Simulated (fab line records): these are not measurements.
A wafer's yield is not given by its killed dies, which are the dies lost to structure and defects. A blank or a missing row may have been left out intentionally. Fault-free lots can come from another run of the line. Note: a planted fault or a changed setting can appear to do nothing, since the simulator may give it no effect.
Lot-split experiment | flow n5-finfet | on a route of 1938 steps: 7 lots, 21 wafers read

== THE SPLIT ==
At N5_SD_EPI_N_EPI_21 (deposits Si:P, time 690 s), the setting temp-c was moved away from the recipe's 680 C on 7 of the 21 wafers read, by -0.3% to +0.5%. All remaining wafers had this setting at the recipe value.

== FROM THE SPLIT TO THE READING: what the file shows between them, 5 steps ==
- N5_SD_EPI_N_PRECLEAN_24: cleans in O3/DIW, time 60 s
- N5_SD_EPI_P_COAT_34: time 60 s, resist thk 350 nm (also split here: spin-rpm)
- N5_SD_EPI_P_COAT_35: time 60 s, resist thk 35 nm
- N5_SD_EPI_P_COAT_03: resist thk 150 nm
- N5_SD_EPI_P_EPI_21: deposits SiGe:B, time 355 s

== THE READING ==
Si-P_of_SD_EPI_N_EPI_21.thk-nm (the simulator's own value, which no gauge read), in nm, at N5_SD_EPI_P_HM_STRIP_48 (strips SiNx in H3PO4, material SiNx, target depth 3 nm). No usual value for it is given in the file. Average 58.5 nm, standard deviation 0.55 nm, over the 14 wafers here run with the recipe.

wafer  | tool, chamber at the split | temp-c as run, C | against the recipe | Si-P_of_SD_EPI_N_EPI_21.thk-nm, nm | against lot-mates on the recipe
L077.4 | epi-rpcvd-03, 0            | 680              | recipe             | 58                                 | -
L077.5 | epi-rpcvd-03, 0            | 680              | recipe             | 58.4                               | -
L077.6 | epi-rpcvd-03, 0            | 681.7            | +0.3%              | 60.8                               | +2.6
L078.1 | epi-rpcvd-03, 0            | 680              | recipe             | 58                                 | -
L078.5 | epi-rpcvd-03, 0            | 680              | recipe             | 58                                 | -
L078.4 | epi-rpcvd-03, 0            | 680              | recipe             | 58.8                               | -
L080.2 | epi-rpcvd-02, 0            | 678.3            | -0.3%              | 57                                 | -2.0
L080.3 | epi-rpcvd-02, 0            | 678.3            | -0.3%              | 57.4                               | -1.6
L080.5 | epi-rpcvd-02, 0            | 680              | recipe             | 59                                 | -
L084.2 | epi-rpcvd-03, 0            | 680              | recipe             | 58.2                               | -
L084.4 | epi-rpcvd-03, 0            | 678.7            | -0.2%              | 56.8                               | -1.2
L084.6 | epi-rpcvd-03, 0            | 680              | recipe             | 57.8                               | -
L087.1 | epi-rpcvd-04, 0            | 680              | recipe             | 59                                 | -
L087.2 | epi-rpcvd-04, 0            | 680              | recipe             | 59                                 | -
L087.3 | epi-rpcvd-04, 0            | 680              | recipe             | 59.6                               | -
L088.1 | epi-rpcvd-04, 0            | 683.6            | +0.5%              | 62                                 | no lot-mate on the recipe
L088.2 | epi-rpcvd-04, 0            | 683.6            | +0.5%              | 62                                 | no lot-mate on the recipe
L088.6 | epi-rpcvd-04, 0            | 683.6            | +0.5%              | 62.2                               | no lot-mate on the recipe
L094.2 | epi-rpcvd-03, 0            | 680              | recipe             | 58.2                               | -
L094.3 | epi-rpcvd-03, 0            | 680              | recipe             | 59.2                               | -
L094.5 | epi-rpcvd-03, 0            | 680              | recipe             | 58                                 | -

THE FIT
A straight line over all 21 wafers: Si-P_of_SD_EPI_N_EPI_21.thk-nm changes by +6.71 nm for each +1% of temp-c; r = +0.95; the points scatter about the line by 0.52 nm.
The same after taking each lot's own level away (the mean of its wafers on the recipe; 18 wafers): +8.09 nm for each +1%; r = +0.93; scatter 0.37 nm.
The reading moves by 4.3 nm for the largest change in temp-c, on that fit.
From 58.00 to 59.20 nm: that is the span of the lots' own levels, equal to 2.2 times the standard deviation above.
In other words, the slope is changed by the lot-to-lot level; the two fits disagree.
Check: with one of the wafers moved furthest among these (+0.3%) left out of the fit, the line predicts +1.75 nm for it against its lot-mates. It came out at +2.6 nm against them.

== FURTHER SPLITS ON THESE WAFERS ==
These wafers also went through other splits before the reading. Each is held against what the fit with the lots' levels taken away leaves over:
other split on the same wafers        | wafers away from the commonest value | r with Si-P_of_SD_EPI_N_EPI_21.thk-nm (lot level and that fit taken away)
N5_WELL_APT_COAT_02 spin-rpm          | 6                                    | -0.05
N5_FIN_SAQP_SPACER1_ALD_24 ald-cycles | 8                                    | +0.08
N5_FIN_CUT_ETCH_21 time-s             | 5                                    | +0.04
N5_SD_EPI_P_COAT_34 spin-rpm          | 7                                    | +0.23

== THE WHOLE CHAIN: every reading that the file lists as answering this split, in the file's order ==
step                    | what it does                                           | reading                                                                         | change (the file's fit)              | r (the file's)
N5_SD_EPI_N_EPI_21      | deposits Si:P, time 690 s                              | Si-P_of_SD_EPI_N_EPI_21.thk-nm (the simulator's own value, which no gauge read) | +8.38 nm for each +1% of the setting | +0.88
N5_SD_EPI_N_PRECLEAN_24 | cleans in O3/DIW, time 60 s                            | Si-P_of_SD_EPI_N_EPI_21.thk-nm (the simulator's own value, which no gauge read) | +8.07 nm for each +1% of the setting | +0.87
N5_SD_EPI_P_HM_STRIP_48 | strips SiNx in H3PO4, material SiNx, target depth 3 nm | Si-P_of_SD_EPI_N_EPI_21.thk-nm (the simulator's own value, which no gauge read) | +8.23 nm for each +1% of the setting | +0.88

== FILE'S OWN FIT ==
Si-P_of_SD_EPI_N_EPI_21.thk-nm changes by +8.23 nm for each +1% of temp-c, r = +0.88.
